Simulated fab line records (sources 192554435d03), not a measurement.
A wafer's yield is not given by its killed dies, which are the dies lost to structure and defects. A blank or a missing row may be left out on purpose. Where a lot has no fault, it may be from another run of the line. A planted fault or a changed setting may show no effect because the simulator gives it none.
Matching of chambers :: flow n5_finfet :: N5_BEOL_M4_ETCH_77 on rie_diel-02: 4 sister chambers
The step etches underlayer in N2/H2, target depth 6.5 nm, time 5.2 s. 4 wafers are shown with their chamber, then 7 later ones without.

WAFERS, EACH WITH ITS CHAMBER
wafer: L856.5
chamber: 1
throttle_valve_pct (%): 17.50

wafer: L861.2
chamber: 0
throttle_valve_pct (%): 18.16

wafer: L861.4
chamber: 3
throttle_valve_pct (%): 17.63

wafer: L859.5
chamber: 2
throttle_valve_pct (%): 18.08

WAFERS WITH NO CHAMBER GIVEN
wafer: L859.6
throttle_valve_pct (%): 17.51

wafer: L862.1
throttle_valve_pct (%): 17.51

wafer: L862.2
throttle_valve_pct (%): 18.08

wafer: L862.6
throttle_valve_pct (%): 18.08

wafer: L868.1
throttle_valve_pct (%): 17.53

wafer: L868.2
throttle_valve_pct (%): 18.12

wafer: L868.3
throttle_valve_pct (%): 17.67

THE CHAMBER EACH PASSED THROUGH
wafer: L859.6
from the rows above: 1
in truth: 1

wafer: L862.1
from the rows above: 1
in truth: 1

wafer: L862.2
from the rows above: 2
in truth: 2

wafer: L862.6
from the rows above: 2
in truth: 2

wafer: L868.1
from the rows above: 1
in truth: 1

wafer: L868.2
from the rows above: can't be placed: 0 or 2
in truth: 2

wafer: L868.3
from the rows above: 3
in truth: 3
Placed correctly: 6 of 7. Cannot be placed on the basis of these rows: 1; the candidates contain the true chamber in 1. 0 placed wrongly.
How it was worked out, from the rows above alone: a wafer's distance from a chamber is the root of the sum, over the readings, of the square of ((its reading less the chamber's mean) divided by the reading's scatter). The wafer belongs to the nearest chamber; if the next one is less than 2 further off, it can't be placed. A chamber's mean is the mean of its shown wafers. The scatter (one wafer shown for each chamber): square how far every hidden wafer sits from the nearest shown wafer, average those squares and take the square root.
